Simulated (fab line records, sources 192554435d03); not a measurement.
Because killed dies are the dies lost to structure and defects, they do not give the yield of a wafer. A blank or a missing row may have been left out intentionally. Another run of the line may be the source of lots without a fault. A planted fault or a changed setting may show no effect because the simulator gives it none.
The tool behind it: which one? -- flow n5 finfet -- 12 lots, 32 wafers sampled, at 5 steps of a route of 1938

## WHAT EACH GAUGE READ, for each wafer
Not one reading of a measure or inspect step in the record can be checked against a usual standard deviation.

## TOOL THAT RAN EACH LOT (tool first, then ch and the chambers of the sampled wafers, then the start)
lot,N5_PMOS_HMC_CHANNEL_EPI_DESCUM_14,N5_PMOS_HMC_CHANNEL_EPI_ETCH_32,N5_FIN_SAQP_ALD_61,N5_FIN_SAQP_HM_DEP_72,N5_PASSIVATION_PROBE_49
L560,"rie diel-03 ch 0,1,2, day 2 17:49","rie diel-03 ch 0,1,2, day 2 17:50","ald sin-03 ch 0,1,2, day 2 20:44","pecvd-01 ch 0,1, day 2 21:30",-
L561,"rie diel-02 ch 0,1,2, day 3 00:46","rie diel-02 ch 0,1,2, day 3 00:48","ald sin-02 ch 0,1,3, day 3 03:49","pecvd-02 ch 0,2, day 3 04:34",-
L562,"rie diel-03 ch 0,3, day 3 05:51","rie diel-03 ch 0,3, day 3 05:53","ald sin-04 ch 0,2, day 3 08:44","pecvd-02 ch 0,1,2, day 3 09:29",-
L563,"rie diel-02 ch 1,2, day 3 12:31","rie diel-02 ch 1,2, day 3 12:33","ald sin-03 ch 0,1, day 3 15:28","pecvd-03 ch 1,2, day 3 16:09",-
L565,"rie diel-02 ch 0,1,3, day 3 23:41","rie diel-02 ch 0,1,3, day 3 23:43","ald sin-03 ch 0,1, day 4 02:34","pecvd-01 ch 0,1,2, day 4 03:20",-
L566,"rie diel-03 ch 0,1,3, day 4 05:38","rie diel-03 ch 0,1,3, day 4 05:40","ald sin-03 ch 1,2,3, day 4 08:36","pecvd-01 ch 0,1, day 4 09:23",-
L567,"rie diel-03 ch 0,1,2, day 4 11:25","rie diel-03 ch 0,1,2, day 4 11:28","ald sin-03 ch 0,1,2, day 4 16:19","pecvd-03 ch 0,2, day 4 17:08","prober-01, day 16 04:47"
L568,"rie diel-02 ch 0,2, day 4 18:59","rie diel-02 ch 0,2, day 4 19:01","ald sin-03 ch 2, day 4 21:51","pecvd-03 ch 0,1, day 4 22:50",-
L569,"rie diel-02 ch 0,2, day 5 00:01","rie diel-02 ch 0,2, day 5 00:02","ald sin-03 ch 0,2, day 5 03:42","pecvd-02 ch 1,2, day 5 04:32",-
L577,"rie diel-04 ch 1,2, day 7 02:05","rie diel-04 ch 1,2, day 7 02:07","ald sin-04 ch 0,1, day 7 05:08","pecvd-02 ch 0,1,2, day 7 05:53",-
L578,"rie diel-03 ch 0,2, day 7 06:42","rie diel-03 ch 0,2, day 7 06:44","ald sin-02 ch 2,3, day 7 09:46","pecvd-02 ch 1,2, day 7 10:32",-
L579,"rie diel-03 ch 0,2,3, day 7 12:11","rie diel-03 ch 0,2,3, day 7 12:13","ald sin-04 ch 0,1,3, day 7 15:03","pecvd-03 ch 0,2, day 7 15:52",-
- N5_PMOS_HMC_CHANNEL_EPI_DESCUM_14: chemistry O2, time 7.9 s.
- N5_PMOS_HMC_CHANNEL_EPI_ETCH_32: etches BARC in N2/H2, stops on SiO2, target depth 85.8 nm, time 50.3 s.
- N5_FIN_SAQP_ALD_61: deposits SiO2, target thk 4 nm, pulse time 1 s, purge time 2 s.
- N5_FIN_SAQP_HM_DEP_72: deposits SiO2 from SiH4/N2O, target thk 12 nm, time 7.2 s.
- N5_PASSIVATION_PROBE_49

## WHAT THE TOOLS THEMSELVES READ (means of the sampled wafers that have a number; where no wafer has one, the mark that the record gives instead)
N5_PMOS_HMC_CHANNEL_EPI_DESCUM_14. Usual: for bias power w, 19.99 W with a standard deviation of 0.06; for chamber pressure mTorr, 19.998 mTorr with a standard deviation of 0.019; for drypump motor current A, 5.7 A with a standard deviation of 0.41; for oes product au, 0.78 a.u. with a standard deviation of 0.082; for rf vpp V, 243.1 V with a standard deviation of 1.4; for showerhead plenum p Torr, 2.09 Torr with a standard deviation of 0.078; for throttle valve pct, 20.47 % with a standard deviation of 0.25.
lot,tool,bias power w (W),chamber pressure mTorr (mTorr),drypump motor current A (A),oes product au (a.u.),rf vpp V (V),showerhead plenum p Torr (Torr),throttle valve pct (%),flag
L560,rie diel-03,19.96,19.988,5.6,0.81,243.3,2.14,20.62,
L561,rie diel-02,20.03,19.997,5.3,0.74,242.0,2.02,20.34,
L562,rie diel-03,20.04,20.004,5.7,0.78,244.3,2.15,20.75,
L563,rie diel-02,19.96,19.998,5.5,0.70,243.3,2.06,20.25,
L565,rie diel-02,20.02,19.998,5.2,0.75,242.6,2.04,20.44,
L566,rie diel-03,20.01,20.017,5.8,0.77,244.1,2.16,20.67,
L567,rie diel-03,20.03,20.012,5.6,0.79,242.8,2.13,20.64,
L568,rie diel-02,19.99,19.987,5.4,0.76,241.8,2.00,20.34,
L569,rie diel-02,19.91,19.986,5.3,0.76,241.8,2.00,20.34,
L577,rie diel-04,19.99,20.009,6.0,0.77,243.8,2.12,20.37,
L578,rie diel-03,20.05,20.038,5.6,0.79,243.7,2.12,20.68,
L579,rie diel-03,20.02,19.988,5.8,0.80,243.7,2.14,20.58,

N5_PMOS_HMC_CHANNEL_EPI_ETCH_32. Usual: for chamber pressure mTorr, 30.003 mTorr with a standard deviation of 0.027; for drypump motor current A, 5.7 A with a standard deviation of 0.41; for h2 flow sccm, 200.0 sccm with a standard deviation of 0.61; for oes product au, 0.67 a.u. with a standard deviation of 0.066; for rf vpp V, 523.9 V with a standard deviation of 2.8; for showerhead plenum p Torr, 2.54 Torr with a standard deviation of 0.093; for throttle valve pct, 17.92 % with a standard deviation of 0.19.
lot,tool,chamber pressure mTorr (mTorr),drypump motor current A (A),h2 flow sccm (sccm),oes product au (a.u.),rf vpp V (V),showerhead plenum p Torr (Torr),throttle valve pct (%),flag
L560,rie diel-03,30.006,5.6,199.9,0.68,525.4,2.60,18.07,
L561,rie diel-02,30.022,5.3,199.8,0.63,522.5,2.47,17.91,
L562,rie diel-03,30.014,5.7,199.6,0.67,525.3,2.59,18.08,
L563,rie diel-02,29.999,5.5,200.3,0.60,523.0,2.52,17.89,
L565,rie diel-02,29.996,5.2,199.7,0.64,521.7,2.47,17.91,
L566,rie diel-03,30.028,5.8,199.8,0.66,525.7,2.62,18.09,
L567,rie diel-03,29.997,5.6,200.6,0.67,524.9,2.59,18.09,
L568,rie diel-02,30.003,5.4,199.8,0.64,520.8,2.45,17.93,
L569,rie diel-02,29.988,5.4,200.3,0.65,521.0,2.45,17.92,
L577,rie diel-04,30.009,6.0,200.3,0.65,525.4,2.59,17.87,
L578,rie diel-03,29.989,5.6,200.6,0.69,524.2,2.56,18.07,
L579,rie diel-03,29.980,5.8,200.0,0.69,525.6,2.60,17.97,

N5_FIN_SAQP_ALD_61. Usual: heater power w 457 W, standard deviation 42; precursor pulse height rel 1.001, standard deviation 0.021.
lot,tool,heater power w (W),precursor pulse height rel,flag
L560,ald sin-03,475,0.989,
L561,ald sin-02,478,1.004,
L562,ald sin-04,461,1.007,
L563,ald sin-03,471,0.992,
L565,ald sin-03,473,0.987,
L566,ald sin-03,461,1.013,
L567,ald sin-03,466,1.000,
L568,ald sin-03,498,0.999,
L569,ald sin-03,472,1.003,
L577,ald sin-04,435,1.007,
L578,ald sin-02,458,1.010,
L579,ald sin-04,449,0.997,

N5_FIN_SAQP_HM_DEP_72. Usual: heater power w 760 W, standard deviation 77; showerhead plenum p Torr 8.11 Torr, standard deviation 0.14.
lot,tool,heater power w (W),showerhead plenum p Torr (Torr),flag
L560,pecvd-01,779,7.93,
L561,pecvd-02,743,8.10,
L562,pecvd-02,740,8.13,
L563,pecvd-03,882,8.23,
L565,pecvd-01,783,7.96,
L566,pecvd-01,756,7.99,
L567,pecvd-03,768,8.20,
L568,pecvd-03,750,8.30,
L569,pecvd-02,658,8.19,
L577,pecvd-02,751,8.15,
L578,pecvd-02,738,8.19,
L579,pecvd-03,785,8.20,

N5_PASSIVATION_PROBE_49. Usual: killed_at_M0_to_M3 31, standard deviation 11; killed_at_M4_up 14, standard deviation 5.1; killed at contacts 12, standard deviation 5.6; killed at front end 42, standard deviation 12; killed at other 3.8, standard deviation 2.9; killed dies 103, standard deviation 18; killed open 67, standard deviation 14; killed short 33, standard deviation 8.
lot,tool,killed_at_M0_to_M3,killed_at_M4_up,killed at contacts,killed at front end,killed at other,killed dies,killed open,killed short,flag
L567,prober-01,40,14,7,51,11.0,123,73,40,

## THE ANSWER, worked out from the rows above alone
Rule: a lot counts as off when the mean over its wafers that have a number is more than 3 standard deviations away from the usual mean. Also off: a lot with no number at a reading for which 4 or more lots have one. The other lots that the step has rows for count as sound. After the gauges, taken in route order, come the tools' own readings; for these a lot's mean is taken, as printed above. At the first step where some lot is off, the reading lying furthest off is the one used; lots without a number count as furthest.
None of the lots is off at any reading shown; this tells nothing.

## WHAT THE SIMULATOR HAD PUT IN
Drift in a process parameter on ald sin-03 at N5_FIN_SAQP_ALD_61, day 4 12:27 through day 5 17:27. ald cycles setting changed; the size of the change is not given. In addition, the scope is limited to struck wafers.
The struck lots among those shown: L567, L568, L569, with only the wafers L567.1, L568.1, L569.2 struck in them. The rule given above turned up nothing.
